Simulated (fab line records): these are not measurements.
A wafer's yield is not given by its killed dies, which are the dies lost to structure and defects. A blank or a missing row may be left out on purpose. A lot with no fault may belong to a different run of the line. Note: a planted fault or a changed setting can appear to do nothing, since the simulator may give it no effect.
fab line records	flow n5Finfet	part 2 of 2: steps 5 to 6 of 6
[record] lots = 20	wafers = 60	lastDay = 17
route steps=1938 shown MOL_CONTACT_COAG@549 BEOL_M0_SAQP@635
lots that met no fault: from a run of the same line without faults
startH: hours from the record's first day to the start of the lot's first wafer shown	waitH: time in hours since the lot's previous step	" the same as in the row above	L1.1+2: a row that stands for several wafers	- no value, or no start given	* or withheld: withheld	< > ~ a bound
route shown NAME@n: names a module that has steps shown in the file, with the first one's number in the route	usual: mean/standard deviation taken from wafers without a fault	same: alike in all rows	chamber/n: place in a boat	sites: readings site by site	_std_site: standard deviation across them	_edge_site: mean of outer sites minus mean of inner sites	radiusMm: how far each site lies from the wafer's centre	mask NAME#n: copy n	behind: the most recent tool/chamber to have shaped the wafer	hold: the reason the lot was held/the length of the hold in hours/how it ended	device: names the non-switching transistor (n, p or np)	end of line: at the end of the route, the tests of the same wafers	a step without rows: its recipe alone	killed: dies that structure and defects cost at the first sort, which is not the same as the wafer's yield	map: per-die view of a wafer (x killed, . not killed, _ where there is no die)
set.NAME: setting as actually run; set.NAME@STEP: the setting as run at that earlier step	model.NAME: the simulator's own value behind a step, which no gauge read
steps of the route over a sample of lots; a table a step, a row a wafer
services: from which hour (startH, from the record's first day; less than 0 if before it) a tool's chamber was out of use, for how many hours, and why
[[steps]]
[step N5_MOL_CONTACT_COAG_ETCHBACK_134]
[recipe] chemistry = CHF3	target = SiO2	targetDepthA = 100	timeS = 6.7	ionEnergyEv = 200	pressureMtorr = 30	sourceW = 610	biasW = 170	Ar_flow_sccm = 200	CHF3_flow_sccm = 50
[usual] CHF3_flow_sccm = 50.02/0.16	drypumpMotorCurrentA = 5.6/0.41	oesProductAu = 0.79/0.095	rfVppV = 517/11	showerheadPlenumPTorr = 2.36/0.056	throttleValvePct = 18.6/0.31
lot.wafer	tool	chamber	startH	waitH	CHF3_flow_sccm	drypumpMotorCurrentA	oesProductAu	rfHoursCounterH	rfVppV	showerheadPlenumPTorr	throttleValvePct
L074.2	rieDiel-01	3	106.07	0.1	49.90	5.3	0.72	160	517	2.48	18.7
L074.5	"	2	"	"	50.02	5.9	0.68	-	500	2.37	18.9
L074.6	"	1	"	"	50.11	5.7	0.88	-	512	2.44	18.2
L075.2	rieDiel-03	0	107.41	0.1	49.90	6.3	0.75	159	506	2.39	18.9
L075.5	"	0	"	"	49.71	6.3	0.74	-	509	2.39	18.9
L075.6	"	3	"	"	49.50	5.4	0.70	-	515	2.34	19.0
L076.1	rieDiel-04	0	116.17	0.1	49.95	6.1	0.74	210	529	2.35	18.7
L076.4	"	2	"	"	49.90	5.5	0.86	36	523	2.32	18.3
L076.6	"	3	"	"	50.15	4.9	0.77	-	508	2.30	18.8
L077.1	rieDiel-03	0	122.64	0.1	49.98	6.4	0.73	164	507	2.39	18.9
L077.4	"	3	"	"	50.07	5.4	0.70	-	517	2.34	19.0
L077.5	"	0	"	"	50.05	6.4	0.73	-	506	2.39	18.9
L078.1	rieDiel-03	0	125.66	0.1	50.08	6.4	0.74	166	505	2.39	18.9
L078.2	"	2	"	"	49.70	5.6	0.96	10	532	2.41	18.0
L078.3	"	3	"	"	49.99	5.4	0.69	211	513	2.33	19.0
L079.2	rieDiel-03	2	131.64	0.1	50.15	5.6	0.95	13	533	2.41	18.0
L079.4	"	3	"	"	49.99	5.4	0.69	-	515	2.33	19.0
L079.6	"	0	"	"	49.99	6.3	0.73	-	508	2.39	18.9
L080.2	rieDiel-01	3	136.60	0.1	49.85	5.3	0.72	171	517	2.48	18.8
L080.4	"	3	"	"	49.90	5.3	0.72	-	515	2.48	18.8
L080.5	"	1	"	"	49.66	5.7	0.87	-	512	2.43	18.2
L082.1	rieDiel-03	0	147.39	0.1	50.15	6.4	0.72	175	507	2.38	18.9
L082.4	"	3	"	"	49.92	5.4	0.70	220	515	2.33	19.0
L082.5	"	0	"	"	50.13	6.4	0.73	-	507	2.38	18.9
L084.1	rieDiel-03	3	165.18	0.1	50.14	5.4	0.69	226	516	2.33	19.0
L084.2	"	0	"	"	50.06	6.3	0.72	181	507	2.38	19.0
L084.5	"	2	"	"	49.96	5.6	0.92	-	532	2.40	18.1
L085.3	rieDiel-03	1	175.09	0.1	49.91	5.1	0.92	12	495	2.43	18.6
L085.4	"	0	"	"	50.05	6.4	0.72	185	506	2.38	19.0
L085.5	"	3	"	"	50.38	5.4	0.69	-	515	2.33	19.0
L086.3	rieDiel-04	0	178.98	0.1	49.98	6.1	0.72	231	529	2.34	18.8
L086.4	"	1	"	"	50.27	5.4	0.90	27	524	2.32	18.6
L086.6	"	1	"	"	50.37	5.4	0.90	-	524	2.32	18.6
L087.1	rieDiel-01	1	179.09	0.1	50.20	5.8	0.84	62	510	2.43	18.3
L087.4	"	0	"	"	50.19	5.7	0.74	213	527	2.25	18.7
L087.6	"	3	"	"	49.91	5.3	0.70	-	518	2.47	18.8
L089.2	rieDiel-03	2	194.39	0.1	50.00	5.6	0.90	35	531	2.40	18.1
L089.4	"	1	"	"	50.08	5.1	0.91	17	492	2.43	18.6
L089.6	"	3	"	"	50.18	5.5	0.68	-	517	2.33	19.1
L090.2	rieDiel-04	2	195.12	0.2	49.86	5.5	0.82	63	522	2.31	18.4
L090.3	"	0	"	"	50.13	6.0	0.72	236	528	2.34	18.8
L090.6	"	0	"	"	50.02	6.0	0.72	-	528	2.34	18.8
L091.1	rieDiel-04	2	202.27	0.1	49.72	5.5	0.82	66	524	2.31	18.4
L091.3	"	0	"	"	50.13	6.1	0.71	240	527	2.34	18.8
L091.6	"	2	"	"	49.92	5.5	0.82	-	524	2.31	18.4
L092.2	rieDiel-01	0	206.91	0.1	49.93	5.8	0.73	222	531	2.25	18.7
L092.4	"	3	"	"	50.20	5.3	0.69	196	517	2.47	18.8
L092.5	"	3	"	"	50.03	5.3	0.70	-	517	2.47	18.8
L093.2	rieDiel-04	1	214.66	0.2	50.03	5.4	0.88	40	523	2.31	18.6
L093.3	"	2	"	"	49.99	5.5	0.81	71	523	2.30	18.4
L093.5	"	0	"	"	50.08	6.0	0.71	-	529	2.34	18.8
L094.1	rieDiel-03	3	223.29	0.3	49.88	5.4	0.67	246	514	2.32	19.1
L094.4	"	0	"	"	50.15	6.3	0.71	200	507	2.37	19.0
L094.5	"	2	"	"	50.05	5.6	0.88	-	531	2.39	18.1
L095.1	rieDiel-03	2	230.67	0.1	49.88	5.6	0.88	46	530	2.39	18.1
L095.3	"	0	"	"	50.00	6.4	0.71	202	506	2.37	19.0
L095.6	"	2	"	"	49.95	5.6	0.89	-	532	2.39	18.1
L096.2	rieDiel-04	2	233.68	0.1	50.10	5.5	0.80	78	523	2.30	18.4
L096.3	"	0	"	"	50.02	6.1	0.71	252	528	2.33	18.8
L096.5	"	1	"	"	50.19	5.4	0.86	-	522	2.31	18.6
[step N5_BEOL_M0_SAQP_PECVD_03]
[recipe] material = SiCN	targetThkA = 120	tempC = withheld	precursor = 3MS/NH3	pressureTorr = 3	rfW = 202	timeS = 21.1
[usual] showerheadPlenumPTorr = 3.666/0.019	showerheadVppV = 885/26	throttleValvePct = 8.9/0.56
lot.wafer	tool	chamber	startH	waitH	showerheadPlenumPTorr	showerheadVppV	throttleValvePct
L074.2	pecvd-03	0	115.75	0.1	3.682	903	8.8
L074.5	"	1	"	"	3.668	878	8.2
L074.6	"	2	"	"	3.670	938	8.8
L075.2	pecvd-04	2	115.85	0.1	3.650	886	8.6
L075.5	"	2	"	"	3.654	889	8.6
L075.6	"	1	"	"	3.694	883	8.6
L076.1	pecvd-03	1	121.53	0.1	3.664	876	8.2
L076.4	"	2	"	"	3.664	930	8.4
L076.6	"	0	"	"	3.685	899	8.9
L077.1	pecvd-04	2	130.64	0.1	3.648	886	8.8
L077.4	"	2	"	"	3.646	887	8.6
L077.5	"	1	"	"	3.703	889	8.9
L078.1	pecvd-04	1	131.05	0.1	3.702	893	8.9
L078.2	"	2	"	"	3.646	880	8.8
L078.3	"	0	"	"	3.656	874	9.9
L079.2	pecvd-02	1	137.60	0.1	3.666	870	9.3
L079.4	"	0	"	"	3.671	838	9.7
L079.6	"	2	"	"	3.629	889	8.5
L080.2	pecvd-02	1	141.75	0.1	3.663	876	9.0
L080.4	"	2	"	"	3.625	915	8.3
L080.5	"	0	"	"	3.662	837	9.8
L082.1	pecvd-04	1	156.35	0.1	3.687	896	8.9
L082.4	"	1	"	"	3.702	897	8.8
L082.5	"	0	"	"	3.653	855	9.8
L084.1	pecvd-04	2	170.50	0.1	3.650	890	8.6
L084.2	"	0	"	"	3.657	853	10.0
L084.5	"	2	"	"	3.652	891	8.8
L085.3	pecvd-02	2	180.52	0.1	3.623	898	8.7
L085.4	"	2	"	"	3.630	894	8.5
L085.5	"	0	"	"	3.665	850	9.8
L086.3	pecvd-03	1	185.91	0.1	3.672	882	8.2
L086.4	"	1	"	"	3.676	875	8.3
L086.6	"	2	"	"	3.660	921	8.2
L087.1	pecvd-03	1	187.81	0.1	3.672	867	8.3
L087.4	"	2	"	"	3.661	916	8.5
L087.6	"	0	"	"	3.676	902	8.5
L089.2	pecvd-04	0	199.24	0.1	3.655	841	10.0
L089.4	"	0	"	"	3.649	856	10.2
L089.6	"	1	"	"	3.677	877	9.0
L090.2	pecvd-02	2	203.82	0.1	3.634	903	8.6
L090.3	"	1	"	"	3.665	887	8.9
L090.6	"	2	"	"	3.628	889	8.9
L091.1	pecvd-03	1	208.42	0.1	3.679	863	8.1
L091.3	"	0	"	"	3.692	907	8.9
L091.6	"	0	"	"	3.673	904	8.4
L092.2	pecvd-03	1	212.18	0.1	3.672	875	8.2
L092.4	"	0	"	"	3.678	917	8.9
L092.5	"	1	"	"	3.684	861	8.4
L093.2	pecvd-04	1	221.39	0.1	3.692	886	8.8
L093.3	"	0	"	"	3.648	829	10.0
L093.5	"	0	"	"	3.655	843	10.1
L094.1	pecvd-03	2	230.49	0.1	3.661	931	8.6
L094.4	"	0	"	"	3.682	897	8.7
L094.5	"	2	"	"	3.670	928	8.5
L095.1	pecvd-02	0	236.13	0.1	3.669	847	9.6
L095.3	"	2	"	"	3.639	896	8.8
L095.6	"	2	"	"	3.627	885	8.5
L096.2	pecvd-03	0	239.38	0.1	3.681	902	8.7
L096.3	"	2	"	"	3.674	921	8.4
L096.5	"	1	"	"	3.674	877	8.3
[[services]]
tool	chamber	startH	hours	kind
rieDiel-04	2	76.84	9.3	repair
rieDiel-03	2	79.37	-	clean
rieDiel-03	2	79.37	-	consumableReplace:focusRing
rieDiel-03	2	79.37	18.4	scheduledDown
rieDiel-03	2	79.37	18.4	ventCycle
pecvd-02	0	83.60	2.2	repair
rieDiel-01	3	88.38	7.8	repair
rieDiel-04	3	90.75	21.3	repair
pecvd-02	-	116.82	0.8	pm
rieDiel-03	1	119.26	-	clean
rieDiel-03	1	119.26	-	consumableReplace:focusRing
rieDiel-03	1	119.26	19.8	scheduledDown
rieDiel-03	1	119.26	19.8	ventCycle
pecvd-02	-	128.98	3.9	repair
rieDiel-01	0	134.94	7.9	repair
pecvd-03	-	168.28	1.8	repair
rieDiel-03	1	188.21	2.4	repair
rieDiel-01	1	202.82	3.8	repair
pecvd-04	-	205.06	9.1	repair
rieDiel-04	3	218.89	32.8	repair
pecvd-02	1	221.97	20.4	repair
rieDiel-03	3	234.65	-	clean
rieDiel-03	3	234.65	-	consumableReplace:focusRing
rieDiel-01	-	236.60	0.2	repair
